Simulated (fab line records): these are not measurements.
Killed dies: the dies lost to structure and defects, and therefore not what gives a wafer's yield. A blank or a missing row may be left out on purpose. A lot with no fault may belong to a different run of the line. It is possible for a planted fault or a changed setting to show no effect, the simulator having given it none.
fab line records / flow n5Finfet / part 2 of 2: steps 23 to 28 of 28
[record] lots = 5 wafers = 15 lastDay = 16
route steps=1938 shown BEOL_M9@1413
lots that met no fault: from a run of the same line without faults
startH: hours from the record's first day to the start of the lot's first wafer shown / waitH: time in hours since the lot's previous step / " the same as in the row above / L1.1+2: one row covering several wafers at once / - no value, or no start given / * or withheld: withheld / < > ~ a bound
route shown NAME@n: NAME is a module with steps in the file, n the number in the route of the first one / usual: mean/standard deviation taken from wafers without a fault / same: alike in all rows / chamber/n: place in a boat / sites: per-site readings / _std_site: the standard deviation of these / _edge_site: the outer-site mean with the inner-site mean subtracted / radiusMm: how far each site lies from the wafer's centre / mask NAME#n: copy n / behind: the last tool/chamber to shape the wafer / hold: reason for holding the lot/hours on hold/outcome of the hold / device: names the non-switching transistor (n, p or np) / end of line: tests of these same wafers at the route's end / where a step has no rows: the recipe by itself / killed: not the wafer's yield, but the dies lost to structure and defects at the first sort / map: per-die view of a wafer (x killed, . not killed, _ where there is no die)
set.NAME: the setting the step ran with; set.NAME@STEP: the setting that earlier step ran with / model.NAME: the simulator's own value behind a step, which no gauge read
a table for each step, a row for each wafer; lots at some steps of the route
services: from which hour (startH, from the record's first day; less than 0 if before it) a tool's chamber was out of use, for how many hours, and why
[[steps]]
[step N5_BEOL_M9_OVL_MEAS_29]
[recipe] pointsPerWafer = 522
[usual] V8_OVL = -0.1/0.83
lot.wafer=L078.1 tool=overlay-01 chamber=0 startH=232.28 waitH=0.0 V8_OVL[nm]=-0.9
lot.wafer=L078.3 tool=overlay-01 chamber=0 startH=232.28 waitH=0.0 V8_OVL[nm]=-0.3
lot.wafer=L078.6 tool=overlay-01 chamber=0 startH=232.28 waitH=0.0 V8_OVL[nm]=-1.1
lot.wafer=L080.2 tool=overlay-01 chamber=0 startH=238.08 waitH=0.0 V8_OVL[nm]=-0.1
lot.wafer=L080.3 tool=overlay-01 chamber=0 startH=238.08 waitH=0.0 V8_OVL[nm]=0.9
lot.wafer=L080.5 tool=overlay-01 chamber=0 startH=238.08 waitH=0.0 V8_OVL[nm]=0.6
lot.wafer=L081.2 tool=overlay-01 chamber=0 startH=241.42 waitH=0.0 V8_OVL[nm]=0.1
lot.wafer=L081.4 tool=overlay-01 chamber=0 startH=241.42 waitH=0.0 V8_OVL[nm]=0.0
lot.wafer=L081.5 tool=overlay-01 chamber=0 startH=241.42 waitH=0.0 V8_OVL[nm]=-0.6
lot.wafer=L083.2 tool=overlay-01 chamber=0 startH=267.76 waitH=0.0 V8_OVL[nm]=-0.3
lot.wafer=L083.3 tool=overlay-01 chamber=0 startH=267.76 waitH=0.0 V8_OVL[nm]=-0.6
lot.wafer=L083.6 tool=overlay-01 chamber=0 startH=267.76 waitH=0.0 V8_OVL[nm]=1.3
lot.wafer=L094.4 tool=overlay-01 chamber=0 startH=332.61 waitH=0.0 V8_OVL[nm]=-1.0
lot.wafer=L094.5 tool=overlay-01 chamber=0 startH=332.61 waitH=0.0 V8_OVL[nm]=-1.8
lot.wafer=L094.6 tool=overlay-01 chamber=0 startH=332.61 waitH=0.0 V8_OVL[nm]=-1.4
[step N5_BEOL_M9_INSPECT_30]
[recipe] mode = adi inspectInstrument = brightfield
[usual] rawDefectCount = 406/88
lot.wafer=L078.1 tool=defectInspect-02 chamber=- startH=232.34 waitH=0.1 rawDefectCount=358
lot.wafer=L078.3 tool=defectInspect-02 chamber=- startH=232.34 waitH=0.1 rawDefectCount=336
lot.wafer=L078.6 tool=defectInspect-02 chamber=- startH=232.34 waitH=0.1 rawDefectCount=350
lot.wafer=L080.2 tool=defectInspect-01 chamber=- startH=238.13 waitH=0.0 rawDefectCount=507
lot.wafer=L080.3 tool=defectInspect-01 chamber=- startH=238.13 waitH=0.0 rawDefectCount=433
lot.wafer=L080.5 tool=defectInspect-01 chamber=- startH=238.13 waitH=0.0 rawDefectCount=421
lot.wafer=L081.2 tool=defectInspect-02 chamber=- startH=241.47 waitH=0.0 rawDefectCount=377
lot.wafer=L081.4 tool=defectInspect-02 chamber=- startH=241.47 waitH=0.0 rawDefectCount=374
lot.wafer=L081.5 tool=defectInspect-02 chamber=- startH=241.47 waitH=0.0 rawDefectCount=264
lot.wafer=L083.2 tool=defectInspect-01 chamber=- startH=267.81 waitH=0.0 rawDefectCount=450
lot.wafer=L083.3 tool=defectInspect-01 chamber=- startH=267.81 waitH=0.0 rawDefectCount=362
lot.wafer=L083.6 tool=defectInspect-01 chamber=- startH=267.81 waitH=0.0 rawDefectCount=380
lot.wafer=L094.4 tool=defectInspect-01 chamber=- startH=332.66 waitH=0.0 rawDefectCount=634
lot.wafer=L094.5 tool=defectInspect-01 chamber=- startH=332.66 waitH=0.0 rawDefectCount=455
lot.wafer=L094.6 tool=defectInspect-01 chamber=- startH=332.66 waitH=0.0 rawDefectCount=530
[step N5_BEOL_M9_DESCUM_33]
[recipe] chemistry = O2 timeS = 7 sourcePowerW = 50 biasPowerW = 20 pressureMtorr = 20 rfFrequencyHz = 2.712e+07 tempC = 40 resist = CAR-EUV o2FlowSccm = 225
[usual] drypumpMotorCurrentA = 5.7/0.49 oesProductAu = 0.78/0.078 rfVppV = 243.9/1.3 showerheadPlenumPTorr = 2.14/0.061 throttleValvePct = 20.37/0.25
lot.wafer=L078.1 tool=rieDiel-01 chamber=3 startH=232.37 waitH=0.0 drypumpMotorCurrentA=5.7 oesProductAu=0.83 rfHoursCounterH=79 rfVppV=241.5 showerheadPlenumPTorr=2.03 throttleValvePct=20.22
lot.wafer=L078.3 tool=rieDiel-01 chamber=1 startH=232.37 waitH=0.0 drypumpMotorCurrentA=5.0 oesProductAu=0.86 rfHoursCounterH=49 rfVppV=244.7 showerheadPlenumPTorr=2.22 throttleValvePct=20.28
lot.wafer=L078.6 tool=rieDiel-01 chamber=3 startH=232.37 waitH=0.0 drypumpMotorCurrentA=5.7 oesProductAu=0.83 rfHoursCounterH=- rfVppV=242.0 showerheadPlenumPTorr=2.03 throttleValvePct=20.22
lot.wafer=L080.2 tool=rieDiel-06 chamber=3 startH=238.17 waitH=0.0 drypumpMotorCurrentA=6.2 oesProductAu=0.88 rfHoursCounterH=40 rfVppV=243.0 showerheadPlenumPTorr=2.13 throttleValvePct=19.77
lot.wafer=L080.3 tool=rieDiel-06 chamber=0 startH=238.17 waitH=0.0 drypumpMotorCurrentA=5.0 oesProductAu=0.85 rfHoursCounterH=67 rfVppV=245.2 showerheadPlenumPTorr=2.22 throttleValvePct=20.29
lot.wafer=L080.5 tool=rieDiel-06 chamber=2 startH=238.17 waitH=0.0 drypumpMotorCurrentA=6.4 oesProductAu=0.70 rfHoursCounterH=- rfVppV=242.0 showerheadPlenumPTorr=1.98 throttleValvePct=20.95
lot.wafer=L081.2 tool=rieDiel-03 chamber=0 startH=241.51 waitH=0.0 drypumpMotorCurrentA=5.3 oesProductAu=0.70 rfHoursCounterH=193 rfVppV=245.0 showerheadPlenumPTorr=2.17 throttleValvePct=20.21
lot.wafer=L081.4 tool=rieDiel-03 chamber=1 startH=241.51 waitH=0.0 drypumpMotorCurrentA=6.0 oesProductAu=0.72 rfHoursCounterH=- rfVppV=242.7 showerheadPlenumPTorr=2.17 throttleValvePct=20.58
lot.wafer=L081.5 tool=rieDiel-03 chamber=2 startH=241.51 waitH=0.0 drypumpMotorCurrentA=6.0 oesProductAu=0.71 rfHoursCounterH=- rfVppV=243.3 showerheadPlenumPTorr=2.16 throttleValvePct=20.50
lot.wafer=L083.2 tool=rieDiel-03 chamber=3 startH=267.85 waitH=0.0 drypumpMotorCurrentA=5.7 oesProductAu=0.88 rfHoursCounterH=31 rfVppV=244.6 showerheadPlenumPTorr=2.14 throttleValvePct=20.34
lot.wafer=L083.3 tool=rieDiel-03 chamber=1 startH=267.85 waitH=0.0 drypumpMotorCurrentA=5.9 oesProductAu=0.72 rfHoursCounterH=216 rfVppV=243.9 showerheadPlenumPTorr=2.16 throttleValvePct=20.57
lot.wafer=L083.6 tool=rieDiel-03 chamber=0 startH=267.85 waitH=0.0 drypumpMotorCurrentA=5.3 oesProductAu=0.71 rfHoursCounterH=- rfVppV=246.4 showerheadPlenumPTorr=2.17 throttleValvePct=20.21
lot.wafer=L094.4 tool=rieDiel-03 chamber=0 startH=333.13 waitH=0.5 drypumpMotorCurrentA=5.2 oesProductAu=0.69 rfHoursCounterH=222 rfVppV=242.5 showerheadPlenumPTorr=2.16 throttleValvePct=20.23
lot.wafer=L094.5 tool=rieDiel-03 chamber=3 startH=333.13 waitH=0.5 drypumpMotorCurrentA=5.7 oesProductAu=0.86 rfHoursCounterH=- rfVppV=243.6 showerheadPlenumPTorr=2.13 throttleValvePct=20.39
lot.wafer=L094.6 tool=rieDiel-03 chamber=0 startH=333.13 waitH=0.5 drypumpMotorCurrentA=5.3 oesProductAu=0.69 rfHoursCounterH=- rfVppV=244.8 showerheadPlenumPTorr=2.16 throttleValvePct=20.25
[step N5_BEOL_M9_ETCH_76]
[recipe] chemistry = N2/H2 target = underlayer targetDepthA = 65 maskMaterial = CAR-EUV timeS = 5.2 ionEnergyEv = 200 pressureMtorr = 30 sourceW = 840 biasW = 150 n2FlowSccm = 200 h2FlowSccm = 200 ends = cleared
[usual] drypumpMotorCurrentA = 5.7/0.49 etchRfOnTimeS = 5.17/0.083 oesProductAu = 0.66/0.068 rfVppV = 525.3/2.4 showerheadPlenumPTorr = 2.60/0.073 throttleValvePct = 17.78/0.26
lot.wafer=L078.1 tool=rieDiel-01 chamber=3 startH=232.41 waitH=0.0 drypumpMotorCurrentA=5.7 etchRfOnTimeS=5.16 oesProductAu=0.71 rfHoursCounterH=79 rfVppV=523.0 showerheadPlenumPTorr=2.47 throttleValvePct=17.62
lot.wafer=L078.3 tool=rieDiel-01 chamber=1 startH=232.41 waitH=0.0 drypumpMotorCurrentA=5.0 etchRfOnTimeS=5.09 oesProductAu=0.73 rfHoursCounterH=49 rfVppV=525.5 showerheadPlenumPTorr=2.70 throttleValvePct=17.69
lot.wafer=L078.6 tool=rieDiel-01 chamber=3 startH=232.41 waitH=0.0 drypumpMotorCurrentA=5.7 etchRfOnTimeS=5.14 oesProductAu=0.70 rfHoursCounterH=- rfVppV=520.8 showerheadPlenumPTorr=2.47 throttleValvePct=17.61
lot.wafer=L080.2 tool=rieDiel-06 chamber=3 startH=238.20 waitH=0.0 drypumpMotorCurrentA=6.2 etchRfOnTimeS=5.14 oesProductAu=0.76 rfHoursCounterH=40 rfVppV=523.4 showerheadPlenumPTorr=2.59 throttleValvePct=17.23
lot.wafer=L080.3 tool=rieDiel-06 chamber=0 startH=238.20 waitH=0.0 drypumpMotorCurrentA=5.0 etchRfOnTimeS=5.04 oesProductAu=0.73 rfHoursCounterH=67 rfVppV=525.7 showerheadPlenumPTorr=2.68 throttleValvePct=17.52
lot.wafer=L080.5 tool=rieDiel-06 chamber=2 startH=238.20 waitH=0.0 drypumpMotorCurrentA=6.4 etchRfOnTimeS=5.32 oesProductAu=0.58 rfHoursCounterH=- rfVppV=519.3 showerheadPlenumPTorr=2.41 throttleValvePct=18.41
lot.wafer=L081.2 tool=rieDiel-03 chamber=0 startH=241.54 waitH=0.0 drypumpMotorCurrentA=5.3 etchRfOnTimeS=5.27 oesProductAu=0.60 rfHoursCounterH=193 rfVppV=526.7 showerheadPlenumPTorr=2.63 throttleValvePct=17.59
lot.wafer=L081.4 tool=rieDiel-03 chamber=1 startH=241.54 waitH=0.0 drypumpMotorCurrentA=5.9 etchRfOnTimeS=5.17 oesProductAu=0.62 rfHoursCounterH=- rfVppV=525.7 showerheadPlenumPTorr=2.62 throttleValvePct=18.00
lot.wafer=L081.5 tool=rieDiel-03 chamber=2 startH=241.54 waitH=0.0 drypumpMotorCurrentA=6.0 etchRfOnTimeS=5.21 oesProductAu=0.61 rfHoursCounterH=- rfVppV=527.3 showerheadPlenumPTorr=2.62 throttleValvePct=17.97
lot.wafer=L083.2 tool=rieDiel-03 chamber=3 startH=267.88 waitH=0.0 drypumpMotorCurrentA=5.8 etchRfOnTimeS=5.22 oesProductAu=0.75 rfHoursCounterH=31 rfVppV=524.3 showerheadPlenumPTorr=2.60 throttleValvePct=17.76
lot.wafer=L083.3 tool=rieDiel-03 chamber=1 startH=267.88 waitH=0.0 drypumpMotorCurrentA=6.0 etchRfOnTimeS=5.22 oesProductAu=0.61 rfHoursCounterH=216 rfVppV=526.1 showerheadPlenumPTorr=2.62 throttleValvePct=17.98
lot.wafer=L083.6 tool=rieDiel-03 chamber=0 startH=267.88 waitH=0.0 drypumpMotorCurrentA=5.2 etchRfOnTimeS=5.30 oesProductAu=0.60 rfHoursCounterH=- rfVppV=526.8 showerheadPlenumPTorr=2.62 throttleValvePct=17.62
lot.wafer=L094.4 tool=rieDiel-03 chamber=0 startH=333.16 waitH=0.0 drypumpMotorCurrentA=5.3 etchRfOnTimeS=5.23 oesProductAu=0.60 rfHoursCounterH=222 rfVppV=526.5 showerheadPlenumPTorr=2.62 throttleValvePct=17.68
lot.wafer=L094.5 tool=rieDiel-03 chamber=3 startH=333.16 waitH=0.0 drypumpMotorCurrentA=5.7 etchRfOnTimeS=5.26 oesProductAu=0.72 rfHoursCounterH=- rfVppV=525.2 showerheadPlenumPTorr=2.59 throttleValvePct=17.80
lot.wafer=L094.6 tool=rieDiel-03 chamber=0 startH=333.16 waitH=0.0 drypumpMotorCurrentA=5.3 etchRfOnTimeS=5.23 oesProductAu=0.59 rfHoursCounterH=- rfVppV=524.4 showerheadPlenumPTorr=2.62 throttleValvePct=17.66
[step N5_BEOL_M9_ETCH_65]
[recipe] chemistry = CF4 target = SiARC targetDepthA = 156 maskMaterial = CAR-EUV timeS = 26 ionEnergyEv = 80 pressureMtorr = 40 sourceW = 545 biasW = 36 Ar_flow_sccm = 100 cf4FlowSccm = 100 ends = cleared
[usual] drypumpMotorCurrentA = 5.7/0.49 etchRfOnTimeS = 25.9/0.46 mfcArSccm = 100.0/0.33 oesProductAu = 0.66/0.069 rfVppV = 184.6/1.1 showerheadPlenumPTorr = 2.19/0.057 throttleValvePct = 15.56/0.25
lot.wafer=L078.1 tool=rieDiel-01 chamber=3 startH=232.43 waitH=0.0 drypumpMotorCurrentA=5.7 etchRfOnTimeS=25.9 mfcArSccm=99.8 oesProductAu=0.70 rfHoursCounterH=79 rfVppV=184.1 showerheadPlenumPTorr=2.08 throttleValvePct=15.40
lot.wafer=L078.3 tool=rieDiel-01 chamber=1 startH=232.43 waitH=0.0 drypumpMotorCurrentA=5.0 etchRfOnTimeS=25.5 mfcArSccm=99.8 oesProductAu=0.73 rfHoursCounterH=49 rfVppV=185.5 showerheadPlenumPTorr=2.26 throttleValvePct=15.48
lot.wafer=L078.6 tool=rieDiel-01 chamber=3 startH=232.43 waitH=0.0 drypumpMotorCurrentA=5.7 etchRfOnTimeS=25.9 mfcArSccm=100.2 oesProductAu=0.70 rfHoursCounterH=- rfVppV=182.5 showerheadPlenumPTorr=2.08 throttleValvePct=15.40
lot.wafer=L080.2 tool=rieDiel-06 chamber=3 startH=238.22 waitH=0.0 drypumpMotorCurrentA=6.2 etchRfOnTimeS=25.9 mfcArSccm=100.3 oesProductAu=0.76 rfHoursCounterH=40 rfVppV=183.8 showerheadPlenumPTorr=2.18 throttleValvePct=15.03
lot.wafer=L080.3 tool=rieDiel-06 chamber=0 startH=238.22 waitH=0.0 drypumpMotorCurrentA=5.0 etchRfOnTimeS=25.8 mfcArSccm=100.2 oesProductAu=0.72 rfHoursCounterH=67 rfVppV=185.7 showerheadPlenumPTorr=2.25 throttleValvePct=15.41
lot.wafer=L080.5 tool=rieDiel-06 chamber=2 startH=238.22 waitH=0.0 drypumpMotorCurrentA=6.4 etchRfOnTimeS=26.8 mfcArSccm=99.5 oesProductAu=0.59 rfHoursCounterH=- rfVppV=183.8 showerheadPlenumPTorr=2.04 throttleValvePct=16.15
lot.wafer=L081.2 tool=rieDiel-03 chamber=0 startH=241.56 waitH=0.0 drypumpMotorCurrentA=5.3 etchRfOnTimeS=26.4 mfcArSccm=100.5 oesProductAu=0.61 rfHoursCounterH=193 rfVppV=184.4 showerheadPlenumPTorr=2.21 throttleValvePct=15.36
lot.wafer=L081.4 tool=rieDiel-03 chamber=1 startH=241.56 waitH=0.0 drypumpMotorCurrentA=5.9 etchRfOnTimeS=25.9 mfcArSccm=99.5 oesProductAu=0.62 rfHoursCounterH=- rfVppV=183.4 showerheadPlenumPTorr=2.21 throttleValvePct=15.76
lot.wafer=L081.5 tool=rieDiel-03 chamber=2 startH=241.56 waitH=0.0 drypumpMotorCurrentA=6.0 etchRfOnTimeS=26.0 mfcArSccm=100.2 oesProductAu=0.61 rfHoursCounterH=- rfVppV=185.8 showerheadPlenumPTorr=2.20 throttleValvePct=15.72
lot.wafer=L083.2 tool=rieDiel-03 chamber=3 startH=267.90 waitH=0.0 drypumpMotorCurrentA=5.7 etchRfOnTimeS=26.0 mfcArSccm=100.4 oesProductAu=0.76 rfHoursCounterH=31 rfVppV=183.9 showerheadPlenumPTorr=2.18 throttleValvePct=15.45
lot.wafer=L083.3 tool=rieDiel-03 chamber=1 startH=267.90 waitH=0.0 drypumpMotorCurrentA=5.9 etchRfOnTimeS=26.3 mfcArSccm=99.8 oesProductAu=0.61 rfHoursCounterH=216 rfVppV=186.0 showerheadPlenumPTorr=2.21 throttleValvePct=15.79
lot.wafer=L083.6 tool=rieDiel-03 chamber=0 startH=267.90 waitH=0.0 drypumpMotorCurrentA=5.3 etchRfOnTimeS=26.1 mfcArSccm=99.5 oesProductAu=0.60 rfHoursCounterH=- rfVppV=184.4 showerheadPlenumPTorr=2.20 throttleValvePct=15.37
lot.wafer=L094.4 tool=rieDiel-03 chamber=0 startH=333.18 waitH=0.0 drypumpMotorCurrentA=5.2 etchRfOnTimeS=26.0 mfcArSccm=99.9 oesProductAu=0.59 rfHoursCounterH=222 rfVppV=184.9 showerheadPlenumPTorr=2.20 throttleValvePct=15.43
lot.wafer=L094.5 tool=rieDiel-03 chamber=3 startH=333.18 waitH=0.0 drypumpMotorCurrentA=5.7 etchRfOnTimeS=26.0 mfcArSccm=100.1 oesProductAu=0.72 rfHoursCounterH=- rfVppV=183.4 showerheadPlenumPTorr=2.18 throttleValvePct=15.48
lot.wafer=L094.6 tool=rieDiel-03 chamber=0 startH=333.18 waitH=0.0 drypumpMotorCurrentA=5.3 etchRfOnTimeS=26.2 mfcArSccm=100.4 oesProductAu=0.60 rfHoursCounterH=- rfVppV=185.1 showerheadPlenumPTorr=2.20 throttleValvePct=15.43
[step N5_BEOL_M9_ETCH_66]
[recipe] chemistry = N2/H2 target = SOC targetDepthA = 800 overetchA = 160 maskMaterial = SiARC tempC = 40 timeS = 120 ionEnergyEv = 200 pressureMtorr = 30 sourceW = 840 biasW = 150 n2FlowSccm = 200 h2FlowSccm = 200
[usual] drypumpMotorCurrentA = 5.8/0.49 oesProductAu = 0.59/0.057 rfVppV = 525.4/2.3 showerheadPlenumPTorr = 2.60/0.073 throttleValvePct = 17.74/0.26
lot.wafer=L078.1 tool=rieDiel-01 chamber=3 startH=232.45 waitH=0.0 drypumpMotorCurrentA=5.7 oesProductAu=0.63 rfHoursCounterH=79 rfVppV=521.5 showerheadPlenumPTorr=2.47 throttleValvePct=17.59
lot.wafer=L078.3 tool=rieDiel-01 chamber=1 startH=232.45 waitH=0.0 drypumpMotorCurrentA=5.0 oesProductAu=0.65 rfHoursCounterH=49 rfVppV=529.9 showerheadPlenumPTorr=2.70 throttleValvePct=17.62
lot.wafer=L078.6 tool=rieDiel-01 chamber=3 startH=232.45 waitH=0.0 drypumpMotorCurrentA=5.8 oesProductAu=0.63 rfHoursCounterH=- rfVppV=520.8 showerheadPlenumPTorr=2.47 throttleValvePct=17.59
lot.wafer=L080.2 tool=rieDiel-06 chamber=3 startH=238.25 waitH=0.0 drypumpMotorCurrentA=6.2 oesProductAu=0.67 rfHoursCounterH=40 rfVppV=524.8 showerheadPlenumPTorr=2.59 throttleValvePct=17.22
lot.wafer=L080.3 tool=rieDiel-06 chamber=0 startH=238.25 waitH=0.0 drypumpMotorCurrentA=5.0 oesProductAu=0.63 rfHoursCounterH=67 rfVppV=528.8 showerheadPlenumPTorr=2.68 throttleValvePct=17.47
lot.wafer=L080.5 tool=rieDiel-06 chamber=2 startH=238.25 waitH=0.0 drypumpMotorCurrentA=6.4 oesProductAu=0.54 rfHoursCounterH=- rfVppV=519.6 showerheadPlenumPTorr=2.41 throttleValvePct=18.36
lot.wafer=L081.2 tool=rieDiel-03 chamber=0 startH=241.59 waitH=0.0 drypumpMotorCurrentA=5.3 oesProductAu=0.55 rfHoursCounterH=193 rfVppV=527.5 showerheadPlenumPTorr=2.63 throttleValvePct=17.56
lot.wafer=L081.4 tool=rieDiel-03 chamber=1 startH=241.59 waitH=0.0 drypumpMotorCurrentA=6.0 oesProductAu=0.55 rfHoursCounterH=- rfVppV=526.4 showerheadPlenumPTorr=2.62 throttleValvePct=17.94
lot.wafer=L081.5 tool=rieDiel-03 chamber=2 startH=241.59 waitH=0.0 drypumpMotorCurrentA=6.0 oesProductAu=0.55 rfHoursCounterH=- rfVppV=526.0 showerheadPlenumPTorr=2.63 throttleValvePct=17.92
lot.wafer=L083.2 tool=rieDiel-03 chamber=3 startH=267.93 waitH=0.0 drypumpMotorCurrentA=5.8 oesProductAu=0.68 rfHoursCounterH=31 rfVppV=526.0 showerheadPlenumPTorr=2.60 throttleValvePct=17.73
lot.wafer=L083.3 tool=rieDiel-03 chamber=1 startH=267.93 waitH=0.0 drypumpMotorCurrentA=6.0 oesProductAu=0.56 rfHoursCounterH=216 rfVppV=525.1 showerheadPlenumPTorr=2.62 throttleValvePct=17.94
lot.wafer=L083.6 tool=rieDiel-03 chamber=0 startH=267.93 waitH=0.0 drypumpMotorCurrentA=5.3 oesProductAu=0.54 rfHoursCounterH=- rfVppV=526.7 showerheadPlenumPTorr=2.62 throttleValvePct=17.59
lot.wafer=L094.4 tool=rieDiel-03 chamber=0 startH=333.21 waitH=0.0 drypumpMotorCurrentA=5.3 oesProductAu=0.53 rfHoursCounterH=222 rfVppV=527.4 showerheadPlenumPTorr=2.62 throttleValvePct=17.61
lot.wafer=L094.5 tool=rieDiel-03 chamber=3 startH=333.21 waitH=0.0 drypumpMotorCurrentA=5.8 oesProductAu=0.65 rfHoursCounterH=- rfVppV=524.7 showerheadPlenumPTorr=2.59 throttleValvePct=17.76
lot.wafer=L094.6 tool=rieDiel-03 chamber=0 startH=333.21 waitH=0.0 drypumpMotorCurrentA=5.3 oesProductAu=0.53 rfHoursCounterH=- rfVppV=525.9 showerheadPlenumPTorr=2.62 throttleValvePct=17.61
[[services]]
tool=euvScanner-01 chamber=- startH=228.12 hours=1.0 kind=pm
tool=rieDiel-06 chamber=1 startH=228.58 hours=18.5 kind=repair
tool=rieMetal-01 chamber=- startH=234.41 hours=2.8 kind=pm
tool=rieMetal-02 chamber=0 startH=252.25 hours=- kind=clean
tool=rieMetal-02 chamber=0 startH=252.25 hours=14.4 kind=scheduledDown
tool=rieMetal-02 chamber=0 startH=252.25 hours=14.4 kind=ventCycle
tool=rieDiel-01 chamber=2 startH=252.57 hours=- kind=clean
tool=rieDiel-01 chamber=2 startH=252.57 hours=- kind=consumableReplace:focusRing
tool=rieDiel-01 chamber=2 startH=252.57 hours=22.7 kind=scheduledDown
tool=rieDiel-01 chamber=2 startH=252.57 hours=22.7 kind=ventCycle
tool=euvScanner-02 chamber=- startH=259.46 hours=1.0 kind=pm
tool=rieDiel-03 chamber=1 startH=262.53 hours=4.8 kind=repair
tool=euvScanner-02 chamber=- startH=275.77 hours=5.8 kind=pm
tool=rieDiel-01 chamber=3 startH=277.69 hours=5.4 kind=repair
tool=euvScanner-01 chamber=- startH=284.27 hours=1.0 kind=pm
tool=euvScanner-02 chamber=- startH=289.67 hours=17.3 kind=pm
tool=rieMetal-03 chamber=1 startH=313.55 hours=10.1 kind=repair
tool=euvScanner-02 chamber=- startH=315.61 hours=1.0 kind=pm
tool=euvScanner-01 chamber=- startH=317.49 hours=0.7 kind=repair
tool=rieMetal-03 chamber=- startH=319.32 hours=1.1 kind=repair
tool=euvScanner-02 chamber=- startH=326.20 hours=1.6 kind=repair
tool=rieDiel-03 chamber=- startH=328.19 hours=2.8 kind=pm
tool=rieMetal-02 chamber=- startH=331.78 hours=0.4 kind=repair
tool=rieMetal-03 chamber=- startH=332.84 hours=0.3 kind=repair
